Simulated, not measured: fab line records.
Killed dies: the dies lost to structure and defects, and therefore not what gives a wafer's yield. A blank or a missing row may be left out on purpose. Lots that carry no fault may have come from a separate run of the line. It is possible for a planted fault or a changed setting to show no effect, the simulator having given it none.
fab line records ; flow nand-harc
record: lots: 6; wafers: 18; last-day: 27
route steps=1159 shown A_STAIRCASE@743 A_SGD_CUT@747 END@1159
lots untouched by any fault: they come from a run of this same line in which no faults occurred
start-h: start of the lot's first displayed wafer, in hours after the record's first day ; wait-h: hours elapsed since this lot's preceding step ; " repeats the value in the row above ; L1.1+2: one row covering several wafers at once ; - value missing, or start not given ; * or withheld: withheld ; < > ~ a bound
route shown NAME@n: names a module that has steps shown in the file, with the first one's number in the route ; usual: mean/standard deviation taken from wafers without a fault ; same: alike in all rows ; chamber/n: place in a boat ; sites: each site's reading ; _std_site: the values' standard deviation ; _edge_site: inner sites' mean taken away from outer sites' mean ; radius-mm: for every site, how far away it sits from the centre of the wafer ; mask NAME#n: copy n ; behind: tool/chamber where the wafer was last shaped ; hold: why the lot was held/for how many hours/how that ended ; device: which transistor (n, p or np) failed to switch ; end of line: tests run on the same wafers once the route is complete ; for a step that has no rows: nothing shown but its recipe ; killed: at the first sort, the dies lost to defects and structure; wafer yield is something else ; map: a wafer's dies, x killed, . not, _ none there
set.NAME: the setting as run; set.NAME@STEP: as run at that earlier step ; model.NAME: the simulator's own value behind a step, which no gauge read
lots at selected steps of the route; one table per step, one row per wafer
services: the hour from which a tool's chamber was out of use, counted from the record's first day as start-h (under 0 if before that day), plus the number of hours and why
== steps ==
step: NHARC_A_STAIRCASE_CMP_472
recipe: material: SiO2
usual: motor-current-A: 12.1/1.5
lot.wafer;tool;chamber;start-h;wait-h;motor-current-A
L552.2;cmp-02;2;371.10;0.2;12.8
L552.4;cmp-02;0;371.10;0.2;14.3
L552.5;cmp-02;1;371.10;0.2;10.8
L553.1;cmp-01;3;393.06;0.2;13.5
L553.3;cmp-01;0;393.06;0.2;12.5
L553.2;cmp-01;1;393.06;0.2;13.0
L563.1;cmp-02;2;411.15;0.2;13.2
L563.3;cmp-02;1;411.15;0.2;11.0
L563.6;cmp-02;2;411.15;0.2;12.9
L566.4;cmp-02;2;418.76;0.2;12.8
L566.3;cmp-02;3;418.76;0.2;10.9
L566.5;cmp-02;1;418.76;0.2;10.6
L567.4;cmp-01;1;419.27;0.2;13.7
L567.3;cmp-01;2;419.27;0.2;11.1
L567.5;cmp-01;1;419.27;0.2;13.1
L560.2;cmp-02;0;422.18;0.2;13.8
L560.4;cmp-02;1;422.18;0.2;10.8
L560.6;cmp-02;1;422.18;0.2;11.1
step: NHARC_A_STAIRCASE_SRD_474
step: NHARC_A_STAIRCASE_INSPECT_155
usual: raw-defect-count: 341/97
lot.wafer;tool;chamber;start-h;wait-h;raw-defect-count
L552.2;defect-inspect-02;-;371.42;0.1;477
L552.4;defect-inspect-02;-;371.42;0.1;302
L552.5;defect-inspect-02;-;371.42;0.1;451
L553.1;defect-inspect-02;-;393.40;0.1;286
L553.2;defect-inspect-02;-;393.40;0.1;271
L553.3;defect-inspect-02;-;393.40;0.1;362
L563.1;defect-inspect-02;-;411.49;0.1;375
L563.3;defect-inspect-02;-;411.49;0.1;547
L563.6;defect-inspect-02;-;411.49;0.1;467
L566.3;defect-inspect-01;-;419.08;0.1;342
L566.4;defect-inspect-01;-;419.08;0.1;290
L566.5;defect-inspect-01;-;419.08;0.1;428
L567.3;defect-inspect-02;-;419.59;0.1;346
L567.4;defect-inspect-02;-;419.59;0.1;394
L567.5;defect-inspect-02;-;419.59;0.1;533
L560.2;defect-inspect-02;-;422.53;0.1;350
L560.4;defect-inspect-02;-;422.53;0.1;234
L560.6;defect-inspect-02;-;422.53;0.1;377
step: NHARC_A_SGD_CUT_DEP_00
recipe: target-thk-a: 500; temp-c: 400; target-thk-nm: 50; flow-sccm: 200; rf-w: 450; material: SiNx
usual: heater-power-w: 667/77
lot.wafer;tool;chamber;start-h;wait-h;heater-power-w
L552.2;pecvd-02;1;371.52;0.1;696
L552.4;pecvd-02;1;371.52;0.1;695
L552.5;pecvd-02;2;371.52;0.1;723
L553.1;pecvd-02;0;393.47;0.1;633
L553.2;pecvd-02;1;393.47;0.1;606
L553.3;pecvd-02;2;393.47;0.1;737
L563.3;pecvd-04;0;411.58;0.1;598
L563.1;pecvd-04;1;411.58;0.1;635
L563.6;pecvd-04;2;411.58;0.1;654
L566.3;pecvd-02;2;419.21;0.1;764
L566.4;pecvd-02;0;419.21;0.1;696
L566.5;pecvd-02;2;419.21;0.1;775
L567.3;pecvd-02;2;419.79;0.2;839
L567.5;pecvd-02;1;419.79;0.2;586
L567.4;pecvd-02;0;419.79;0.2;741
L560.2;pecvd-04;2;422.65;0.1;623
L560.4;pecvd-04;1;422.65;0.1;580
L560.6;pecvd-04;2;422.65;0.1;628
step: NHARC_A_SGD_CUT_DEHYDRATE_01
recipe: temp-c: 150; time-s: 120
step: NHARC_A_SGD_CUT_HMDS_02
recipe: time-s: 30
step: NHARC_A_SGD_CUT_COAT_56
recipe: temp-c: 260; time-s: 75
step: NHARC_A_SGD_CUT_COAT_57
recipe: temp-c: 225; time-s: 65
step: NHARC_A_SGD_CUT_COAT_03
recipe: spin-rpm: 1500; resist-thk-nm: 90
step: NHARC_A_SGD_CUT_SOFTBAKE_04
recipe: temp-c: 105; time-s: 55
step: NHARC_A_SGD_CUT_EBR_05
step: NHARC_A_SGD_CUT_EXPOSE_06
recipe: na: 1.35; dose-mj: 85.59; mask-id: SGD
usual: exposure-dose-mJ-cm2: 85.60/0.084
lot.wafer;tool;chamber;start-h;wait-h;mask;exposure-dose-mJ-cm2
L552.2;arfi-scanner-02;0;372.07;-;SGD#0;85.73
L552.4;arfi-scanner-02;0;372.07;-;SGD#0;85.66
L552.5;arfi-scanner-02;0;372.07;-;SGD#0;85.67
L553.1;arfi-scanner-01;0;394.05;-;SGD#0;85.57
L553.2;arfi-scanner-01;0;394.05;-;SGD#0;85.51
L553.3;arfi-scanner-01;0;394.05;-;SGD#0;85.53
L563.1;arfi-scanner-01;0;412.16;-;SGD#0;63.53
L563.3;arfi-scanner-01;0;412.16;-;SGD#0;63.65
L563.6;arfi-scanner-01;0;412.16;-;SGD#0;63.63
L566.3;arfi-scanner-02;0;419.75;-;SGD#0;85.63
L566.4;arfi-scanner-02;0;419.75;-;SGD#0;85.72
L566.5;arfi-scanner-02;0;419.75;-;SGD#0;85.50
L567.3;arfi-scanner-02;0;420.23;-;SGD#0;85.59
L567.4;arfi-scanner-02;0;420.23;-;SGD#0;85.45
L567.5;arfi-scanner-02;0;420.23;-;SGD#0;85.58
L560.2;arfi-scanner-01;0;423.18;-;SGD#0;72.27
L560.4;arfi-scanner-01;0;423.18;-;SGD#0;72.20
L560.6;arfi-scanner-01;0;423.18;-;SGD#0;72.27
step: NHARC_A_SGD_CUT_PEB_07
recipe: peb-temp-c: 100; peb-time-s: 65
step: NHARC_A_SGD_CUT_DEVELOP_08
recipe: develop-time-s: 35; dev-temp-c: 23
step: NHARC_A_SGD_CUT_CD_MEAS_09
recipe: target-cd-nm: 100; landing-energy-ev: 500
usual: cd-nm: 100.1/0.43
lot.wafer;tool;chamber;start-h;wait-h;cd-nm
L552.2;cd-sem-02;0;372.21;-;99.7
L552.4;cd-sem-02;0;372.21;-;99.7
L552.5;cd-sem-02;0;372.21;-;99.8
L553.1;cd-sem-02;0;394.19;-;99.9
L553.2;cd-sem-02;0;394.19;-;100.3
L553.3;cd-sem-02;0;394.19;-;100.0
L563.1;cd-sem-03;0;412.30;-;83.2
L563.3;cd-sem-03;0;412.30;-;82.7
L563.6;cd-sem-03;0;412.30;-;83.2
L566.3;cd-sem-03;0;419.89;-;100.7
L566.4;cd-sem-03;0;419.89;-;100.5
L566.5;cd-sem-03;0;419.89;-;100.0
L567.3;cd-sem-03;0;420.37;-;101.0
L567.4;cd-sem-03;0;420.37;-;100.4
L567.5;cd-sem-03;0;420.37;-;100.9
L560.2;cd-sem-02;0;423.32;-;89.8
L560.4;cd-sem-02;0;423.32;-;89.5
L560.6;cd-sem-02;0;423.32;-;89.0
step: NHARC_A_SGD_CUT_OVL_MEAS_10
usual: overlay-x-nm: 0.1/0.73; overlay-y-nm: 0.0/0.82
lot.wafer;tool;chamber;start-h;wait-h;overlay-x-nm;overlay-y-nm
L552.2;overlay-01;-;372.30;-;0.6;-1.1
L552.4;overlay-01;-;372.30;-;0.0;-1.0
L552.5;overlay-01;-;372.30;-;-0.4;-0.9
L553.1;overlay-01;-;394.28;-;1.3;0.5
L553.2;overlay-01;-;394.28;-;1.1;0.1
L553.3;overlay-01;-;394.28;-;1.2;0.1
L563.1;overlay-02;-;412.39;-;-0.6;-0.8
L563.3;overlay-02;-;412.39;-;0.1;-0.8
L563.6;overlay-02;-;412.39;-;-0.7;-0.8
L566.3;overlay-02;-;419.97;-;0.1;-0.2
L566.4;overlay-02;-;419.97;-;0.6;0.3
L566.5;overlay-02;-;419.97;-;0.5;-0.2
L567.3;overlay-01;-;420.45;-;0.4;-0.3
L567.4;overlay-01;-;420.45;-;0.6;-0.2
L567.5;overlay-01;-;420.45;-;0.3;-0.4
L560.2;overlay-01;-;423.42;-;-0.8;-1.4
L560.4;overlay-01;-;423.42;-;-0.3;-1.7
L560.6;overlay-01;-;423.42;-;-1.0;-1.6
step: NHARC_END_SORT_01
recipe: temp-c: 25
usual: killed-at-array: 29/11; killed-at-other: 0.5/0.85; killed-at-periphery: 3.0/2.3; killed-dies: 33/12; killed-open: 3.3/1.9; killed-short: 2.0/1.5
same: gross-dies: 677
lot.wafer;tool;chamber;start-h;wait-h;killed-at-array;killed-at-other;killed-at-periphery;killed-dies;killed-open;killed-short
L563.3;prober-01;0;628.13;3.1;21;0;9;30;6;1
L560.2;prober-02;0;655.04;2.8;39;0;4;43;3;3
killed by level:class
L563.3 A_CHANNEL_HOLE_D1:chamber-film-flake=15 P_M0:geometric-particle:open=3 A_STAIRCASE:chamber-film-flake=3 P_CONTACT:chamber-film-flake=2 A_CONTACT:chamber-film-flake=2 P_GATE:geometric-particle:open=1 P_CONTACT:geometric-particle:open=1 P_M1:geometric-particle:short=1
L560.2 A_SLIT:chamber-film-flake=17 A_CHANNEL_HOLE_D1:chamber-film-flake=15 A_CONTACT:chamber-film-flake=3 P_GATE:geometric-particle:open=1 P_CONTACT:geometric-particle:short=1 P_M1:geometric-particle:open=1 A_CHANNEL_FILL_D1:geometric-particle:short=1 A_WL_FILL:geometric-particle:short=1
== services ==
tool;chamber;start-h;hours;kind
pecvd-02;0;347.14;-;clean
pecvd-02;1;347.14;-;clean
pecvd-02;2;347.14;-;clean
cmp-01;-;347.77;0.2;repair
pecvd-04;-;349.07;1.5;repair
arfi-scanner-01;-;360.31;0.5;repair
arfi-scanner-01;-;370.21;4.0;pm
pecvd-04;-;370.76;1.1;repair
cmp-02;-;372.91;6.1;repair
cmp-01;-;374.05;0.5;repair
cmp-01;-;375.50;4.0;pm
pecvd-04;-;376.00;13.0;pm
pecvd-04;0;376.00;13.0;vent-cycle
pecvd-04;1;376.00;13.0;vent-cycle
pecvd-04;2;376.00;13.0;vent-cycle
cmp-01;-;379.50;-;consumable-replace:conditioner
cmp-01;-;379.50;-;consumable-replace:pad
arfi-scanner-02;-;380.36;1.6;repair
pecvd-04;0;389.00;-;clean
pecvd-04;1;389.00;-;clean
pecvd-04;2;389.00;-;clean
cmp-02;-;402.14;0.7;repair
cmp-02;-;422.52;4.0;pm
== key ==
first-sign: step: NHARC_A_SGD_CUT_EXPOSE_06; reading: exposure-dose-mJ-cm2; direction: down; sigmas: 99+; usual: 85.60; struck: 67.92
effect: step: NHARC_A_SGD_CUT_CD_MEAS_09; reading: cd-nm; direction: down; sigmas: 32; usual: 100.1; struck: 86.2; through: control-loop
met-at NHARC_A_SGD_CUT_EXPOSE_06
struck-wafers L560.2,L560.4,L560.6,L563.1,L563.3,L563.6
tester-left-out L560,L563
loop-trim: step: NHARC_A_SGD_CUT_EXPOSE_06; setting: dose; lots: L560
onset-between 394.05 412.16
fault: kind: process-parameter-drift; tool: arfi-scanner-01; chamber: -; onset-h: 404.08; steps: NHARC_A_SGD_CUT_EXPOSE_06; channel: dose-mj; offset: -21.951; shape: step; acts-in: these-recipes-only; stated: 85.59
tester-left-out: of these lots the tester's yield and bins aren't shown, on N5 and GAA mostly nor the transistor test; their killed dies are dies lost to structure and defects alone, not to doping, threshold or leakage, so they don't give the yield
loop-trim: a control loop set the setting to another value than it would have without faults
